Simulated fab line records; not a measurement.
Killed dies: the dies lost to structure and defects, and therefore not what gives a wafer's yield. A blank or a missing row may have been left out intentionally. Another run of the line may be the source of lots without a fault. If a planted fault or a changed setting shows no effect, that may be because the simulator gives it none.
Split-lot experiment :: flow n5_finfet :: on a route of 1938 steps: 7 lots, 21 wafers read

ON THE SPLIT
At N5_MOL_CONTACT_COAG_COAT_63 (time 60 s, resist thk 10 nm), the setting spin_rpm was moved away from the recipe's 1500 rpm on 6 of the 21 wafers read, by -11.1% to +9.1%. For the rest of the wafers, this setting stayed at what the recipe calls for.

FROM THE SPLIT TO THE READING: what the file shows between them, 4 steps
- N5_MOL_CONTACT_COAG_COAT_64: time 60 s, resist thk 10 nm
- N5_MOL_CONTACT_COAG_COAT_34: resist thk 40 nm
- N5_MOL_CONTACT_COAG_DESCUM_45: chemistry O2, time 7 s
- N5_MOL_CONTACT_COAG_ETCH_65: etches underlayer in N2/H2, target depth 13 nm, time 10.4 s

THE READING
etch.depth_nm (the simulator's own value, which no gauge read), in nm, at N5_MOL_CONTACT_COAG_ETCH_66 (etches SiARC in CF4, target depth 13 nm, time 21.7 s). The file gives no usual value for it. Here, 15 wafers ran the recipe; their average is 9.980 nm with a standard deviation of 0.02 nm.

wafer: L075.1
tool, chamber at the split: litho_track-05, 0
spin_rpm as run, rpm: 1500
against the recipe: recipe
etch.depth_nm, nm: 9.998
against lot-mates on the recipe: -

wafer: L075.2
tool, chamber at the split: litho_track-05, 0
spin_rpm as run, rpm: 1500
against the recipe: recipe
etch.depth_nm, nm: 9.967
against lot-mates on the recipe: -

wafer: L075.4
tool, chamber at the split: litho_track-05, 0
spin_rpm as run, rpm: 1500
against the recipe: recipe
etch.depth_nm, nm: 9.975
against lot-mates on the recipe: -

wafer: L080.3
tool, chamber at the split: litho_track-05, 0
spin_rpm as run, rpm: 1636
against the recipe: +9.1%
etch.depth_nm, nm: 9.531
against lot-mates on the recipe: -0.424

wafer: L080.5
tool, chamber at the split: litho_track-05, 0
spin_rpm as run, rpm: 1500
against the recipe: recipe
etch.depth_nm, nm: 9.941
against lot-mates on the recipe: -

wafer: L080.6
tool, chamber at the split: litho_track-05, 0
spin_rpm as run, rpm: 1500
against the recipe: recipe
etch.depth_nm, nm: 9.969
against lot-mates on the recipe: -

wafer: L082.1
tool, chamber at the split: litho_track-03, 0
spin_rpm as run, rpm: 1500
against the recipe: recipe
etch.depth_nm, nm: 9.978
against lot-mates on the recipe: -

wafer: L082.3
tool, chamber at the split: litho_track-03, 0
spin_rpm as run, rpm: 1500
against the recipe: recipe
etch.depth_nm, nm: 9.988
against lot-mates on the recipe: -

wafer: L082.4
tool, chamber at the split: litho_track-03, 0
spin_rpm as run, rpm: 1436
against the recipe: -4.3%
etch.depth_nm, nm: 10.2
against lot-mates on the recipe: +0.217

wafer: L084.2
tool, chamber at the split: litho_track-02, 0
spin_rpm as run, rpm: 1500
against the recipe: recipe
etch.depth_nm, nm: 9.959
against lot-mates on the recipe: -

wafer: L084.3
tool, chamber at the split: litho_track-02, 0
spin_rpm as run, rpm: 1500
against the recipe: recipe
etch.depth_nm, nm: 9.954
against lot-mates on the recipe: -

wafer: L084.4
tool, chamber at the split: litho_track-02, 0
spin_rpm as run, rpm: 1334
against the recipe: -11.1%
etch.depth_nm, nm: 10.57
against lot-mates on the recipe: +0.614

wafer: L091.1
tool, chamber at the split: litho_track-05, 0
spin_rpm as run, rpm: 1381
against the recipe: -7.9%
etch.depth_nm, nm: 10.46
against lot-mates on the recipe: +0.460

wafer: L091.3
tool, chamber at the split: litho_track-05, 0
spin_rpm as run, rpm: 1500
against the recipe: recipe
etch.depth_nm, nm: 10
against lot-mates on the recipe: -

wafer: L091.6
tool, chamber at the split: litho_track-05, 0
spin_rpm as run, rpm: 1381
against the recipe: -7.9%
etch.depth_nm, nm: 10.44
against lot-mates on the recipe: +0.440

wafer: L092.1
tool, chamber at the split: litho_track-05, 0
spin_rpm as run, rpm: 1500
against the recipe: recipe
etch.depth_nm, nm: 9.972
against lot-mates on the recipe: -

wafer: L092.5
tool, chamber at the split: litho_track-05, 0
spin_rpm as run, rpm: 1564
against the recipe: +4.3%
etch.depth_nm, nm: 9.76
against lot-mates on the recipe: -0.216

wafer: L092.6
tool, chamber at the split: litho_track-05, 0
spin_rpm as run, rpm: 1500
against the recipe: recipe
etch.depth_nm, nm: 9.981
against lot-mates on the recipe: -

wafer: L095.3
tool, chamber at the split: litho_track-05, 0
spin_rpm as run, rpm: 1500
against the recipe: recipe
etch.depth_nm, nm: 10.01
against lot-mates on the recipe: -

wafer: L095.6
tool, chamber at the split: litho_track-05, 0
spin_rpm as run, rpm: 1500
against the recipe: recipe
etch.depth_nm, nm: 10.01
against lot-mates on the recipe: -

wafer: L095.4
tool, chamber at the split: litho_track-05, 0
spin_rpm as run, rpm: 1500
against the recipe: recipe
etch.depth_nm, nm: 10
against lot-mates on the recipe: -

FIT RESULTS
A straight line over all 21 wafers: etch.depth_nm changes by -0.0541 nm for each +1% of spin_rpm; r = -0.99; the points scatter about the line by 0.024 nm.
The same after taking each lot's own level away (the mean of its wafers on the recipe; 21 wafers): -0.0531 nm for each +1%; r = -1.00; scatter 0.018 nm.
Per that fit: largest spin_rpm move, reading shift of 0.59 nm.
The lots' own levels span 9.9550 to 10.0067 nm, that is 2.6 times the standard deviation above.
Hence the lot-to-lot level has little effect on the slope; both slopes agree.
Check: +0.585 nm against its lot-mates is what the line predicts for one of the wafers moved furthest among these (-11.1%) when that wafer is left out of the fit. It came out at +0.614 nm against them.

OTHER SPLITS ON THESE WAFERS
Other splits were also applied to these wafers ahead of the reading. Each is held against what the fit with the lots' levels taken away leaves over:
other split on the same wafers: N5_SD_EPI_P_PEB_07 peb_time_s
wafers away from the commonest value: 2
r with etch.depth_nm (lot level and that fit taken away): +0.02

other split on the same wafers: N5_SDB_COAT_04 spin_rpm
wafers away from the commonest value: 7
r with etch.depth_nm (lot level and that fit taken away): -0.16

other split on the same wafers: N5_SDB_COAT_05 spin_rpm
wafers away from the commonest value: 7
r with etch.depth_nm (lot level and that fit taken away): -0.11

other split on the same wafers: N5_HKMG_FIN_ETCH_35 source_w
wafers away from the commonest value: 3
r with etch.depth_nm (lot level and that fit taken away): -0.36

other split on the same wafers: N5_HKMG_FIN_COAT_66 spin_rpm
wafers away from the commonest value: 8
r with etch.depth_nm (lot level and that fit taken away): +0.27

other split on the same wafers: N5_MOL_CONTACT_COAG_COAT_103 spin_rpm
wafers away from the commonest value: 7
r with etch.depth_nm (lot level and that fit taken away): +0.01

other split on the same wafers: N5_MOL_CONTACT_COAG_EXPOSE_05 dose_mj
wafers away from the commonest value: 5
r with etch.depth_nm (lot level and that fit taken away): +0.08

other split on the same wafers: N5_MOL_CONTACT_COAG_ETCH_105 bias_w
wafers away from the commonest value: 8
r with etch.depth_nm (lot level and that fit taken away): -0.07

THE WHOLE CHAIN: every reading that the file lists as answering this split, in the file's order
step: N5_MOL_CONTACT_COAG_COAT_63
what it does: time 60 s, resist thk 10 nm
reading: SiARC_of_MOL_CONTACT_COAG_COAT_63.thk_nm (the simulator's own value, which no gauge read)
change (the file's fit): -0.0498 nm for each +1% of the setting
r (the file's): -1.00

step: N5_MOL_CONTACT_COAG_ETCH_66
what it does: etches SiARC in CF4, target depth 13 nm, time 21.7 s
reading: etch.depth_nm (the simulator's own value, which no gauge read)
change (the file's fit): -0.0526 nm for each +1% of the setting
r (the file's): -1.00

FILE'S OWN FIT
etch.depth_nm changes by -0.0526 nm for each +1% of spin_rpm, r = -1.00.
